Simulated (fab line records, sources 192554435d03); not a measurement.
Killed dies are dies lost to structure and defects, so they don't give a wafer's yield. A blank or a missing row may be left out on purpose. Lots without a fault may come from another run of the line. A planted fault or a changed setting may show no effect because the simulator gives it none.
fab line records | flow n5_finfet
record lots=7 wafers=21 last_day=16
route steps=1938 shown SD_EPI_P@324 SD_ACTIVATION@330 ILD0@335 BEOL_M4@1111 PASSIVATION@1936
lots that met no fault: from a run of the same line without faults
start_h: hours from the record's first day to the start of the lot's first wafer shown | wait_h: hours since the lot's step before | " the same as in the row above | L1.1+2: a row that stands for several wafers | - no value, or no start given | * or withheld: withheld | < > ~ a bound
route shown NAME@n: a module of which the file shows steps, and the number in the route of the first | usual: mean/standard deviation of fault-free wafers | same: alike in all rows | chamber/n: place in a boat | sites: the reading at each site | _std_site: their standard deviation | _edge_site: outer sites' mean less inner sites' | radius_mm: how far each site lies from the wafer's centre | mask NAME#n: copy n | behind: the tool/chamber that last shaped the wafer | hold: why the lot was held/for how many hours/how that ended | device: the transistor (n, p or np) that didn't switch | end of line: the same wafers' tests at the end of the route | a step without rows: its recipe alone | killed: dies lost to structure and defects at the first sort, not the wafer's yield | map: a wafer's dies, x killed, . not, _ none there
set.NAME: the setting as run; set.NAME@STEP: as run at that earlier step | model.NAME: the simulator's own value behind a step, which no gauge read
lots at some steps of the route; a table a step, a row a wafer
services: from which hour (start_h, from the record's first day; less than 0 if before it) a tool's chamber was out of use, for how many hours, and why
## steps
# step N5_SD_EPI_P_SRD_49
# recipe dry=ipa_marangoni time_s=30 temp_c=23 rinse_liquid=diw
# step N5_SD_EPI_P_PRECLEAN_24
# recipe chemistry=O3/DIW time_s=45 temp_c=22 o3_ppm=10
# step N5_SD_EPI_P_PRECLEAN_32
# recipe chemistry=dHF time_s=10 dilution=500:1 temp_c=25
# step N5_SD_EPI_P_PRECLEAN_33
# recipe chemistry=SC2 time_s=45 temp_c=35 mix=1:1:50
# step N5_SD_EPI_P_SRD_25
# recipe time_s=30 temp_c=23 rinse_liquid=diw dry=ipa_marangoni
# step N5_SD_EPI_P_INSPECT_26
# recipe inspect_instrument=darkfield mode=post_epi
# usual raw_defect_count=174/37
# columns lot.wafer tool chamber start_h wait_h raw_defect_count
L355.1 defect_inspect-01 - 58.47 0.0 121
L355.5 " - " " 167
L355.6 " - " " 146
L359.2 defect_inspect-01 - 83.17 0.0 259
L359.4 " - " " 224
L359.5 " - " " 225
L365.1 defect_inspect-01 - 118.01 0.0 173
L365.2 " - " " 154
L365.6 " - " " 162
L369.3 defect_inspect-02 - 142.54 0.0 174
L369.5 " - " " 172
L369.6 " - " " 189
L371.2 defect_inspect-01 - 150.72 0.0 187
L371.3 " - " " 169
L371.5 " - " " 161
L373.1 defect_inspect-02 - 166.04 0.0 237
L373.3 " - " " 166
L373.5 " - " " 214
L377.1 defect_inspect-02 - 190.24 0.0 208
L377.5 " - " " 221
L377.6 " - " " 189
# step N5_SD_ACTIVATION_RTA_00
# recipe temp_c=975 time_s=0 ambient=N2 idle_temp_c=600 ramp_up_c_per_s=150 ramp_down_c_per_s=60 cool_to_c=600
# usual lamp_power_pct=8.96/0.05 lamp_zone_3_pct=8.953/0.028 lamp_zone_6_pct=8.876/0.028 wafer_temp_C_max=975.1/1.9
# columns lot.wafer tool chamber start_h wait_h lamp_power_pct lamp_zone_3_pct lamp_zone_6_pct wafer_temp_C_max
L355.1 rtp_anneal-02 0 58.55 0.1 9.05 8.950 8.893 976.6
L355.5 " 0 " " 9.01 8.961 8.880 977.7
L355.6 " 0 " " 9.02 8.918 8.880 973.6
L359.2 rtp_anneal-01 0 83.31 0.1 9.01 9.001 8.899 975.4
L359.4 " 0 " " 8.94 8.950 8.858 973.5
L359.5 " 0 " " 8.97 8.959 8.887 970.5
L365.1 rtp_anneal-01 0 118.07 0.1 8.97 8.974 8.918 974.2
L365.2 " 0 " " 8.97 8.929 8.886 974.2
L365.6 " 0 " " 8.85 8.960 8.892 973.6
L369.3 rtp_anneal-01 0 142.67 0.1 8.92 8.916 8.881 977.3
L369.5 " 0 " " 8.98 8.973 8.890 974.7
L369.6 " 0 " " 8.99 8.954 8.867 977.7
L371.2 rtp_anneal-01 0 151.02 0.3 8.96 8.928 8.849 975.4
L371.3 " 0 " " 8.97 8.937 8.858 972.7
L371.5 " 0 " " 8.97 8.942 8.847 975.5
L373.1 rtp_anneal-01 0 166.07 0.0 8.92 8.943 8.898 972.5
L373.3 " 0 " " 8.94 8.921 8.908 972.4
L373.5 " 0 " " 8.90 8.937 8.833 974.3
L377.1 rtp_anneal-02 0 190.45 0.2 8.93 8.942 8.880 977.5
L377.5 " 0 " " 8.93 8.953 8.912 976.1
L377.6 " 0 " " 8.94 8.889 8.924 977.1
# step N5_SD_ACTIVATION_LSA_01
# recipe temp_c=1080 time_s=0.0008 ambient=N2
# usual wafer_temp_C_max=1086.8/2
# columns lot.wafer tool chamber start_h wait_h wafer_temp_C_max
L355.1 laser_anneal-01 0 58.75 0.2 1086.1
L355.5 " 0 " " 1090.2
L355.6 " 0 " " 1088.0
L359.2 laser_anneal-01 0 83.51 0.2 1089.2
L359.4 " 0 " " 1088.2
L359.5 " 0 " " 1088.6
L365.1 laser_anneal-01 0 118.29 0.2 1087.8
L365.2 " 0 " " 1087.9
L365.6 " 0 " " 1088.4
L369.3 laser_anneal-01 0 142.87 0.2 1087.2
L369.5 " 0 " " 1088.6
L369.6 " 0 " " 1087.3
L371.2 laser_anneal-01 0 151.22 0.2 1087.8
L371.3 " 0 " " 1087.0
L371.5 " 0 " " 1087.4
L373.1 laser_anneal-01 0 166.28 0.2 1087.5
L373.3 " 0 " " 1088.7
L373.5 " 0 " " 1090.8
L377.1 laser_anneal-01 0 190.65 0.2 1088.3
L377.5 " 0 " " 1087.7
L377.6 " 0 " " 1088.7
# step N5_SD_ACTIVATION_RS_MEAS_03
# recipe thk_meas_gauge=four-point-probe
# usual RS_SD_N=22.0/0.33 RS_SD_P=56.2/0.92
# columns lot.wafer tool chamber start_h wait_h RS_SD_N[ohm/sq] RS_SD_P[ohm/sq]
L355.1 film_metro-02 - 58.95 0.2 21.7 54.7
L355.5 " - " " 22.1 55.6
L355.6 " - " " 22.1 56.0
L359.2 film_metro-02 - 83.70 0.2 22.9 56.3
L359.4 " - " " 22.4 56.8
L359.5 " - " " 22.7 55.7
L365.1 film_metro-02 - 118.49 0.2 21.3 57.0
L365.2 " - " " 21.8 57.1
L365.6 " - " " 21.6 57.2
L369.3 film_metro-01 - 143.05 0.2 22.0 55.0
L369.5 " - " " 22.4 54.8
L369.6 " - " " 21.9 54.7
L371.2 film_metro-01 - 151.41 0.2 21.8 56.7
L371.3 " - " " 22.2 56.9
L371.5 " - " " 21.8 57.3
L373.1 film_metro-01 - 166.49 0.2 21.8 58.2
L373.3 " - " " 21.8 57.2
L373.5 " - " " 21.4 56.8
L377.1 film_metro-02 - 190.86 0.2 22.2 56.2
L377.5 " - " " 22.4 55.9
L377.6 " - " " 22.0 56.3
# step N5_SD_ACTIVATION_INSPECT_02
# recipe inspect_instrument=darkfield mode=post_anneal
# usual raw_defect_count=177/37
# columns lot.wafer tool chamber start_h wait_h raw_defect_count
L355.1 defect_inspect-02 - 59.27 0.2 123
L355.5 " - " " 188
L355.6 " - " " 166
L359.2 defect_inspect-02 - 84.00 0.1 277
L359.4 " - " " 238
L359.5 " - " " 218
L365.1 defect_inspect-01 - 118.82 0.2 162
L365.2 " - " " 160
L365.6 " - " " 171
L369.3 defect_inspect-01 - 143.34 0.1 162
L369.5 " - " " 159
L369.6 " - " " 172
L371.2 defect_inspect-01 - 151.72 0.1 185
L371.3 " - " " 174
L371.5 " - " " 162
L373.1 defect_inspect-01 - 166.81 0.2 236
L373.3 " - " " 160
L373.5 " - " " 199
L377.1 defect_inspect-02 - 191.19 0.2 218
L377.5 " - " " 216
L377.6 " - " " 178
# step N5_ILD0_LINER_00
# recipe material=SiNx target_thk_a=40 temp_c=400 ald_precursor_family=SiH2I2 ald_co_reactant=N2/H2-plasma pulse_time_s=1 purge_time_s=2 co_reactant_purge_time_s=2 ald_cycles=80 pressure_torr=2
# usual heater_power_outer_w=533/49 heater_power_w=862/91 precursor_pulse_height_rel=0.998/0.02
# columns lot.wafer tool chamber start_h wait_h heater_power_outer_w heater_power_w precursor_pulse_height_rel
L355.1 ald_sin-01 1 59.31 0.0 489 828 1.021
L355.5 " 3 " " 513 714 0.980
L355.6 " 0 " " 584 884 1.025
L359.2 ald_sin-01 3 84.04 0.0 497 728 1.005
L359.4 " 0 " " 562 859 1.031
L359.5 " 3 " " 504 706 0.988
L365.1 ald_sin-02 1 118.86 0.0 497 848 0.977
L365.2 " 2 " " 545 858 1.000
L365.6 " 2 " " 531 858 1.020
L369.3 ald_sin-02 1 143.50 0.2 516 837 0.999
L369.5 " 2 " " 549 827 1.011
L369.6 " 1 " " 505 833 1.001
L371.2 ald_sin-03 2 151.75 0.0 555 885 1.027
L371.3 " 1 " " 575 923 1.005
L371.5 " 1 " " 564 925 0.992
L373.1 ald_sin-03 1 166.85 0.0 568 931 0.951
L373.3 " 0 " " 609 1033 1.021
L373.5 " 2 " " 559 915 0.994
L377.1 ald_sin-02 1 191.23 0.0 507 856 1.012
L377.5 " 2 " " 550 854 1.022
L377.6 " 1 " " 496 852 1.015
# step N5_ILD0_FCVD_FILL_01
# recipe material=SiO2_flowable target_thk_a=2000 temp_c=100 pressure_torr=0.8 rf_w=2000 time_s=328.3
# columns lot.wafer tool chamber start_h wait_h
L355.1+5+6 fcvd-02 0,1,0 59.72 0.2
L359.2+4+5 fcvd-01 1,1,0 84.46 0.2
L359.2+4+5 fcvd-01 1,1,0 85.00 0.4
L365.1+2+6 fcvd-02 0,1,1 119.28 0.2
L365.1+2+6 fcvd-02 0,1,1 119.82 0.4
L369.3+5+6 fcvd-02 1,1,0 144.24 0.5
L369.3+5+6 fcvd-02 1,1,0 144.79 0.4
L371.2+3+5 fcvd-02 1,0,1 152.17 0.2
L373.1+3+5 fcvd-02 1,0,1 167.26 0.2
L377.1+5+6 fcvd-01 0,1,0 191.65 0.2
# step N5_ILD0_CURE_02
# recipe temp_c=450 time_s=1800 ambient=steam idle_temp_c=400 ramp_up_c_per_min=5 ramp_down_c_per_min=3 densification_p_h2o_torr=640
# step N5_ILD0_CMP_03
# recipe stop_on=SiNx t_overpolish_s=1.9 post_cmp_clean=alkaline_brush down_force_psi=4.1491 platen_rpm=51.796 pad_velocity_m_s=1.0306 target_thk_nm=197.38
# usual motor_current_A=12.0/1.3 overpolish_run_s=1.900/0.0092 time_to_endpoint_s=72/4.7
# columns lot.wafer tool chamber start_h wait_h motor_current_A overpolish_run_s time_to_endpoint_s
L355.1 cmp-01 3 61.67 0.0 11.6 1.911 68
L355.6 " 3 " " 12.1 1.904 73
L355.5 " 0 " " 11.1 1.909 63
L359.2 cmp-01 0 87.16 0.2 11.0 1.900 134
L359.4 " 1 " " 11.6 1.901 137
L359.5 " 3 " " 11.3 1.903 142
L365.2 cmp-01 2 121.77 0.0 14.2 1.898 145
L365.1 " 0 " " 11.3 1.911 130
L365.6 " 3 " " 12.9 1.881 140
L369.3 cmp-01 0 146.65 0.1 11.7 1.901 138
L369.6 " 3 " " 12.0 1.902 144
L369.5 " 0 " " 10.9 1.888 137
L371.2 cmp-02 1 154.13 0.0 10.5 1.901 71
L371.3 " 2 " " 10.9 1.903 72
L371.5 " 2 " " 10.3 1.895 73
L373.1 cmp-02 2 169.21 0.0 11.7 1.887 71
L373.3 " 0 " " 12.3 1.900 70
L373.5 " 3 " " 13.0 1.918 76
L377.1 cmp-03 0 193.60 0.0 10.7 1.902 66
L377.5 " 0 " " 10.6 1.914 67
L377.6 " 1 " " 11.4 1.901 63
# step N5_ILD0_THK_MEAS_04
# usual thk_nm=197.3/1.2
# columns lot.wafer tool chamber start_h wait_h thk_nm
L355.1 film_metro-02 - 61.97 - 197.8
L355.5 " - " " 196.6
L355.6 " - " " 198.1
L359.2 film_metro-02 - 87.38 - 197.4
L359.4 " - " " 195.6
L359.5 " - " " 199.5
L365.1 film_metro-02 - 122.07 - 200.1
L365.2 " - " " 199.1
L365.6 " - " " 200.4
L369.3 film_metro-02 - 146.91 - 195.6
L369.5 " - " " 195.6
L369.6 " - " " 198.0
L371.2 film_metro-01 - 154.43 - 195.7
L371.3 " - " " 195.2
L371.5 " - " " 197.6
L373.1 film_metro-01 - 169.51 - 197.2
L373.3 " - " " 198.1
L373.5 " - " " 196.6
L377.1 film_metro-01 - 193.89 - 198.1
L377.5 " - " " 198.1
L377.6 " - " " 197.9
# step N5_BEOL_M4_RC_MEAS_101
# usual DIBL_N=36.3/1.6 DIBL_P=36.2/2.1 IOFF_N=0.16/0.031 IOFF_P=0.21/0.034 ION_N=673/11 ION_P=461/7.4 SS_N=71.6/0.55 SS_P=73.3/0.66 VT_N=251/3.2 VT_P=-251/3.5
# columns lot.wafer tool chamber start_h wait_h DIBL_N[mV/V] DIBL_P[mV/V] IOFF_N[nA/um] IOFF_P[nA/um] ION_N[uA/um] ION_P[uA/um] SS_N[mV/dec] SS_P[mV/dec] VT_N[mV] VT_P[mV]
L355.1 prober-02 0 156.85 0.0 35.8 34.0 0.15 0.20 670 462 72.1 72.6 250 -251
L355.5 " 0 " " 36.9 36.3 0.18 0.24 691 473 71.9 73.8 250 -249
L355.6 " 0 " " 35.4 33.8 0.13 0.19 664 464 71.0 73.4 252 -251
L359.2 prober-02 0 185.20 0.2 34.9 34.7 0.14 0.20 666 457 71.0 72.7 253 -249
L359.4 " 0 " " 35.7 36.1 0.14 0.22 671 463 71.3 73.4 255 -248
L359.5 " 0 " " 34.6 34.3 0.13 0.19 663 460 70.6 73.1 254 -250
L365.1 prober-01 0 210.89 0.0 32.9 32.4 0.12 0.15 676 463 71.4 72.2 254 -253
L365.2 " 0 " " 35.5 35.3 0.14 0.19 675 462 71.1 73.2 255 -251
L365.6 " 0 " " 33.6 33.7 0.13 0.16 681 463 71.8 73.3 253 -254
L371.2 prober-02 0 245.59 0.2 35.8 36.0 0.16 0.23 678 469 71.1 72.4 246 -247
L371.3 " 0 " " 35.2 36.1 0.15 0.23 671 466 71.1 72.8 247 -244
L371.5 " 0 " " 36.3 37.2 0.17 0.25 685 485 71.4 72.8 249 -243
L373.1 prober-01 0 261.67 0.0 39.5 40.3 0.22 0.26 689 467 72.5 75.0 246 -250
L373.3 " 0 " " 41.2 40.7 0.25 0.26 695 462 72.7 74.6 244 -248
L373.5 " 0 " " 39.4 39.9 0.22 0.26 702 476 71.9 74.7 245 -248
L369.3 prober-01 0 267.57 0.3 35.5 35.6 0.15 0.19 667 454 71.3 72.9 250 -252
L369.5 " 0 " " 35.4 35.9 0.14 0.20 669 459 71.9 72.6 250 -252
L369.6 " 0 " " 35.8 36.9 0.16 0.22 670 464 71.9 72.9 249 -250
L377.1 prober-01 0 295.50 0.0 34.2 32.4 0.10 0.14 655 453 71.4 71.8 259 -256
L377.5 " 0 " " 38.0 36.4 0.15 0.20 663 455 72.2 73.5 251 -252
L377.6 " 0 " " 34.3 32.8 0.11 0.14 668 458 71.3 72.1 257 -257
# step N5_PASSIVATION_PROBE_49
# usual defect_limited_yield=91.5/1.5 killed_at_M0_to_M3=32/9.4 killed_at_M4_up=12/5.1 killed_at_contacts=11/7.4 killed_at_front_end=41/11 killed_at_other=3.4/2.5 killed_dies=100/17 killed_open=65/14 killed_short=33/7 sort_bin_4_leakage=0.00/0.01 sort_bin_5_function=4.9/0.96 sort_bin_6_memory=3.1/0.7 sort_n_pass=1080/17 sort_yield_pct=91.5/1.5
# same gross_dies=1180 killed_at_back_side=0 sort_bin_8_speed[%]=0
# columns lot.wafer tool chamber start_h wait_h defect_limited_yield[%] killed_at_M0_to_M3 killed_at_M4_up killed_at_contacts killed_at_front_end killed_at_other killed_dies killed_open killed_short sort_bin_4_leakage[%] sort_bin_5_function[%] sort_bin_6_memory[%] sort_n_pass sort_yield_pct[%]
L359.2 prober-02 - 289.77 0.1 89.8 48 10 14 44 4 120 77 43 0 5.2 4.8 1060 89.8
L359.4 prober-02 - 289.87 0.2 90.9 23 9 7 64 4 107 72 34 0 5.5 3.1 1073 90.9
L359.5 prober-02 - 289.92 0.2 90.5 23 17 23 44 5 112 83 27 0 6.0 3.3 1068 90.5
L365.1 prober-02 - 305.11 0.0 92.4 39 10 6 34 1 90 63 27 0 4.4 3.0 1090 92.4
L365.2 prober-02 - 305.16 0.1 88.3 58 12 10 56 2 138 91 42 0 7.5 3.5 1042 88.3
L365.6 prober-02 - 305.36 0.3 91.6 53 9 5 32 0 99 74 25 0 5.1 3.2 1081 91.6
L371.2 prober-02 - 342.76 0.1 91.9 20 23 11 40 1 95 71 22 0 4.7 2.9 1085 91.9
L371.3 prober-02 - 342.81 0.1 91.7 43 10 4 40 1 98 65 33 0 4.7 3.4 1082 91.7
L371.5 prober-02 - 342.91 0.2 93.4 25 11 7 35 0 78 57 21 0 3.9 2.6 1102 93.4
L369.3 prober-02 - 359.77 0.1 93.6 17 4 12 43 0 76 36 40 0 3.8 2.2 1104 93.6
L369.5 prober-02 - 359.87 0.2 91.6 36 15 1 45 2 99 62 37 0 4.6 3.7 1081 91.6
L369.6 prober-02 - 359.92 0.3 94.0 22 7 7 35 0 71 38 33 0 3.8 1.9 1109 94.0
L377.1 prober-02 - 388.73 0.0 91.4 38 14 5 39 5 101 64 27 0 5.2 2.3 1079 91.4
L377.5 prober-02 - 388.93 0.2 93.1 25 14 5 37 1 82 50 30 0 3.6 3.2 1098 93.1
L377.6 prober-02 - 388.98 0.3 93.2 31 7 9 27 6 80 51 29 0 4.3 2.5 1100 93.2
# killed by level:class
L359.2 STI_FIN_REVEAL:geometric_particle:open=20 BEOL_M0_SAQP:geometric_particle:short=16 MOL_CONTACT_COAG:geometric_particle:open=13 BEOL_M0_SAQP:geometric_particle:open=12 GATE_CUT:geometric_particle:short=6 BEOL_M3:geometric_particle:open=6 BEOL_M4:geometric_particle:open=5 BEOL_M2:geometric_particle:open=5
L359.4 STI_FIN_REVEAL:geometric_particle:open=21 GATE_CUT:geometric_particle:short=11 FIN_SAQP:geometric_particle:open=9 MOL_CONTACT_COAG:geometric_particle:open=6 BEOL_M0_SAQP:geometric_particle:open=6 STI_FIN_REVEAL:geometric_particle:short=5 GATE_CUT:geometric_particle:open=5 BEOL_M2:geometric_particle:open=5
L359.5 MOL_CONTACT_COAG:geometric_particle:open=20 BEOL_M4:geometric_particle:open=10 FIN_SAQP:geometric_particle:open=8 STI_FIN_REVEAL:geometric_particle:open=7 BEOL_M1:geometric_particle:open=7 GATE_CUT:geometric_particle:open=6 BEOL_M3:geometric_particle:open=6 FIN_SAQP:geometric_particle:short=5
L365.1 FIN_SAQP:geometric_particle:open=12 BEOL_M1:geometric_particle:open=11 STI_FIN_REVEAL:geometric_particle:open=7 BEOL_M0_SAQP:geometric_particle:short=7 FIN_SAQP:geometric_particle:short=6 MOL_CONTACT_COAG:geometric_particle:open=4 BEOL_M0_SAQP:geometric_particle:open=4 BEOL_M2:geometric_particle:open=4
L365.2 FIN_SAQP:geometric_particle:open=20 BEOL_M2:geometric_particle:open=18 STI_FIN_REVEAL:geometric_particle:open=11 BEOL_M0_SAQP:geometric_particle:short=10 BEOL_M0_SAQP:geometric_particle:open=8 MOL_CONTACT_COAG:geometric_particle:open=7 BEOL_M1:geometric_particle:open=7 FIN_SAQP:geometric_particle:short=5
L365.6 BEOL_M2:geometric_particle:open=26 FIN_SAQP:geometric_particle:open=9 STI_FIN_REVEAL:geometric_particle:open=9 BEOL_M0_SAQP:geometric_particle:short=8 BEOL_M0_SAQP:geometric_particle:open=7 BEOL_M1:geometric_particle:open=5 MOL_CONTACT_COAG:geometric_particle:open=4 BEOL_M2:geometric_particle:short=3
L371.2 BEOL_M2:geometric_particle:open=10 MOL_CONTACT_COAG:geometric_particle:open=9 BEOL_M4:geometric_particle:open=8 FIN_SAQP:geometric_particle:open=7 DUMMY_GATE:geometric_particle:open=7 GATE_CUT:geometric_particle:short=6 STI_FIN_REVEAL:geometric_particle:open=5 FIN_SAQP:geometric_particle:short=4
L371.3 STI_FIN_REVEAL:geometric_particle:open=17 BEOL_M0:geometric_particle:short=8 BEOL_M3:geometric_particle:open=8 BEOL_M0_SAQP:geometric_particle:open=7 BEOL_M2:geometric_particle:open=7 GATE_CUT:geometric_particle:short=6 BEOL_M0_SAQP:geometric_particle:short=6 GATE_CUT:geometric_particle:open=4
L371.5 BEOL_M2:geometric_particle:open=10 DUMMY_GATE:geometric_particle:open=9 FIN_SAQP:geometric_particle:open=6 BEOL_M3:geometric_particle:open=6 BEOL_M4:geometric_particle:open=6 DUMMY_GATE:geometric_particle:short=4 MOL_CONTACT_COAG:geometric_particle:open=4 GATE_CUT:geometric_particle:short=3
L369.3 MOL_CONTACT_COAG:geometric_particle:open=9 FIN_SAQP:geometric_particle:short=7 BEOL_M0_SAQP:geometric_particle:short=7 STARTING-WAFER:geometric_particle:short=6 STI_FIN_REVEAL:geometric_particle:open=5 SPACER0:geometric_particle:short=5 GATE_CUT:geometric_particle:short=5 GATE_CUT:geometric_particle:open=5
L369.5 FIN_SAQP:geometric_particle:short=11 BEOL_M4:geometric_particle:open=8 GATE_CUT:geometric_particle:short=8 BEOL_M0_SAQP:geometric_particle:short=8 BEOL_M1:geometric_particle:open=8 BEOL_M2:geometric_particle:open=7 BEOL_M3:geometric_particle:open=7 GATE_CUT:geometric_particle:open=6
L369.6 MOL_CONTACT_COAG:geometric_particle:open=7 FIN_SAQP:geometric_particle:open=6 BEOL_M0_SAQP:geometric_particle:short=6 FIN_SAQP:geometric_particle:short=5 DUMMY_GATE:geometric_particle:open=5 SPACER0:geometric_particle:short=5 STARTING-WAFER:geometric_particle:short=5 BEOL_M2:geometric_particle:open=5
L377.1 BEOL_M0_SAQP:geometric_particle:open=18 STI_FIN_REVEAL:geometric_particle:open=7 BEOL_M0_SAQP:geometric_particle:short=7 HKMG_FIN:area_etch=7 FIN_SAQP:geometric_particle:short=5 BEOL_M4:geometric_particle:open=5 MOL_CONTACT_COAG:geometric_particle:open=4 STARTING-WAFER:geometric_particle:short=4
L377.5 FIN_SAQP:geometric_particle:short=8 STI_FIN_REVEAL:geometric_particle:open=7 GATE_CUT:geometric_particle:short=7 BEOL_M0_SAQP:geometric_particle:open=7 BEOL_M4:geometric_particle:open=6 MOL_CONTACT_COAG:geometric_particle:open=4 BEOL_M0:geometric_particle:open=4 BEOL_M1:geometric_particle:short=4
L377.6 BEOL_M0_SAQP:geometric_particle:open=9 BEOL_M0_SAQP:geometric_particle:short=8 BEOL_M2:geometric_particle:open=8 MOL_CONTACT_COAG:geometric_particle:open=6 FIN_SAQP:geometric_particle:short=5 GATE_CUT:geometric_particle:short=4 BEOL_M4:geometric_particle:open=4 BEOL_M1:geometric_particle:open=4
## services
# columns tool chamber start_h hours kind
cmp-01 - 36.22 8.1 pm
fcvd-01 0 42.70 16.7 repair
cmp-01 - 54.84 0.5 repair
ald_sin-01 2 60.29 9.5 repair
cmp-03 - 60.63 3.7 repair
rtp_anneal-02 - 78.63 5.4 pm
ald_sin-01 1 79.30 4.7 repair
ald_sin-01 - 79.79 1.8 repair
ald_sin-02 - 85.44 14.0 pm
ald_sin-02 0 104.27 2.5 repair
cmp-03 - 111.24 4.0 pm
fcvd-02 1 124.58 13.9 repair
cmp-02 - 134.22 4.5 pm
cmp-03 - 134.79 3.7 pm
ald_sin-01 2 137.36 3.6 repair
fcvd-01 - 140.82 28.1 pm
cmp-03 - 142.53 0.3 repair
ald_sin-03 0 150.53 8.9 repair
cmp-01 - 167.23 2.6 repair
laser_anneal-01 - 175.95 3.4 repair
cmp-01 - 176.94 11.4 pm
cmp-02 - 188.39 11.7 pm
laser_anneal-01 - 192.34 3.0 pm
fcvd-01 0 193.18 2.6 repair
## key
first_sign step=N5_ILD0_FCVD_FILL_01 reading=visit direction=added
effect step=N5_ILD0_CMP_03 reading=time_to_endpoint_s direction=up sigmas=14 usual=* struck=*
met_at N5_ILD0_FCVD_FILL_01
struck_wafers L359.2,L359.4,L359.5,L365.1,L365.2,L365.6,L369.3,L369.5,L369.6
fault kind=repeated_step_whole tool=fcvd-01,fcvd-02 chamber=- onset_h=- steps=N5_ILD0_FCVD_FILL_01 times=1 scope=struck_lots_only
